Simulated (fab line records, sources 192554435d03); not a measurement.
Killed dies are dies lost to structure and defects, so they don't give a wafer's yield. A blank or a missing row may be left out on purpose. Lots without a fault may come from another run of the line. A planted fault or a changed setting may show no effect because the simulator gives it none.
A struck lot beside a sound one | flow n5_finfet | 39 steps out of a route of 1938
Sound: wafers L693.1, L693.2, L693.6. Struck: wafers L704.1, L704.3, L704.5. The cause comes at the end.
At each step with rows: each side's tool, then ch and its chambers, then its first start. Under that, the readings that differ: sound wafers | struck wafers | difference of the means | sigmas: that difference in standard deviations of wafers without a fault.
alike: readings whose means differ by less than 2 such deviations, and words and numbers that are the same on both sides. not compared: withheld readings, readings that some wafer has no value for, bounds like >300 that may hide the same value, and numbers for which the record gives no deviation and whose values overlap.
The two part at a step that has a row with sigmas, a row that says differs or no value, or rows on one side only. Numbers that don't overlap but have no deviation are shown without sigmas and don't part them. A reading that every wafer of one side lacks parts them only if that side has two wafers or more.

first, 9 steps without rows for these wafers: N5_BEOL_M4_ANNEAL_95 (time 240 s); N5_BEOL_M4_SPUTTER_96 (material Cu, target thk 4.5 nm, time 8.29 s); N5_BEOL_M4_ECD_50 (material Cu, target thk 300 nm); N5_BEOL_M4_ANNEAL_51 (time 90 s); N5_BEOL_M4_CMP_52 (polishes, stops on SiOC, t overpolish 6.8 s, target thk 40 nm); N5_BEOL_M4_PRE_CLEAN_60 (time 15 s); N5_BEOL_M4_CO_CAP_55 (material Co, precursor CCTBA/H2, target thk 2 nm, time 102.1 s); N5_BEOL_M4_PRE_CLEAN_56 (time 15 s); N5_BEOL_M4_DEP_57 (deposits SiCN from 3MS/NH3, target thk 8 nm, time 14 s).
N5_BEOL_M4_RC_MEAS_101:
  sound on prober-02 ch 0, day 8 01:55; struck on prober-01 ch 0, day 11 08:23
  alike: DIBL_N, DIBL_P, IOFF_N, IOFF_P, ION_N, ION_P, SS_N, SS_P, VT_N, VT_P
then, 24 steps without rows for these wafers: N5_BEOL_M5_ILD_DEP_00 (deposits SiCOH lowk from DEMS/porogen, target thk 140.64 nm, time 25.9 s); N5_BEOL_M5_CURE_79 (cures SiCOH lowk, time 240 s); N5_BEOL_M5_PECVD_70 (deposits SiO2 from TEOS/O2, target thk 16 nm, time 18 s); N5_BEOL_M5_HM_DEP_02 (deposits TiN, target thk 20 nm); N5_BEOL_M5_COAT_59 (time 60 s, resist thk 60 nm); N5_BEOL_M5_COAT_60 (time 60 s, resist thk 12 nm); N5_BEOL_M5_COAT_71 (time 60 s, resist thk 5 nm); N5_BEOL_M5_COAT_05 (resist thk 30 nm); N5_BEOL_M5_EBR_07; N5_BEOL_M5_SOFTBAKE_06 (time 60 s); N5_BEOL_M5_EXPOSE_08 (exposes mask M5, target cd 28 nm); N5_BEOL_M5_PEB_09 (peb time 60 s); N5_BEOL_M5_DEVELOP_10 (develop time 30 s); N5_BEOL_M5_DESCUM_16 (chemistry O2, time 7 s); N5_BEOL_M5_ETCH_72 (etches underlayer in N2/H2, target depth 6.5 nm, time 5.2 s); N5_BEOL_M5_ETCH_61 (etches SiARC in CF4, target depth 15.6 nm, time 26 s); N5_BEOL_M5_ETCH_62 (etches SOC in N2/H2, target depth 75 nm, overetch 15 nm, time 112.5 s); N5_BEOL_M5_STRIP_63 (strips in N2/H2); N5_BEOL_M5_STRIP_73 (strips in N2/H2); N5_BEOL_M5_STRIP_64 (strips in CF4); N5_BEOL_M5_HM_OPEN_17 (chemistry Cl2/BCl3, target TiN, target depth 20 nm, overetch 6 nm); N5_BEOL_M5_STRIP_19 (strips in O2); N5_BEOL_M5_COAT_65 (time 60 s, resist thk 60 nm); N5_BEOL_M5_COAT_66 (time 60 s, resist thk 12 nm).
N5_BEOL_M8_CMP_52: polishes, stops on SiCOH lowk, t overpolish 6.9 s, target thk 80 nm.
  sound on cmp-03 ch 0,2,3, day 9 11:18; struck on cmp-01 ch 2,3, day 13 02:11
  no value came back on the struck wafers for any of 7 readings (barrier_field_endpoint_s (s), clearing_platen_down_force_psi (psi) and others); on the sound wafers barrier_field_endpoint_s (s) reads 27.7 30.4 30.3
  reading                                    | sound        | struck            | difference | sigmas
  model.Cu_of_BEOL_M8_ECD_50.thk_nm (nm)     | 82 81.6 83.8 | 301.8 304.6 306.2 | +221.7     |
  model.SiO2_of_BEOL_M8_PECVD_70.thk_nm (nm) | 0 0 0        | 19.4 19.6 19.8    | +19.6      |
  not compared: model.SiCOH_lowk_of_BEOL_M8_ILD_DEP_00.thk_nm
N5_BEOL_M8_THK_MEAS_53: measures by xrf.
  sound on film_metro-02, day 9 11:31; struck on film_metro-01, day 13 02:29
  reading     | sound          | struck            | difference | sigmas
  M8_THK (nm) | 80.5 80.0 82.5 | 294.2 296.4 298.7 | +215.4     | +99 or more
N5_BEOL_M8_RS_MEAS_57: measures by four-point-probe.
  sound on film_metro-02, day 9 11:41; struck on film_metro-02, day 13 02:37
  reading        | sound             | struck            | difference | sigmas
  M8_RS (ohm/sq) | 0.279 0.280 0.271 | 0.064 0.064 0.063 | -0.213     | -26
N5_BEOL_M8_INSPECT_58: inspects for defects (darkfield).
  sound on defect_inspect-01, day 9 11:43; struck on defect_inspect-01, day 13 02:38
  reading          | sound     | struck         | difference | sigmas
  raw_defect_count | 115 51 63 | 1217 1197 1187 | +1124      | +49
-- the record jumps here: 3 days lie between the struck wafers' starts before and after (it left off in module BEOL_M8 and takes up again in module PASSIVATION, whose first step shown is number 1936 of the route) --
N5_PASSIVATION_PROBE_49:
  the record has rows for the struck wafers here (prober-02, day 15 21:00) and none for the sound ones

WHERE THEY PART
First at N5_BEOL_M8_CMP_52; last, within this record, at N5_PASSIVATION_PROBE_49.

WHY: what the simulator had put in
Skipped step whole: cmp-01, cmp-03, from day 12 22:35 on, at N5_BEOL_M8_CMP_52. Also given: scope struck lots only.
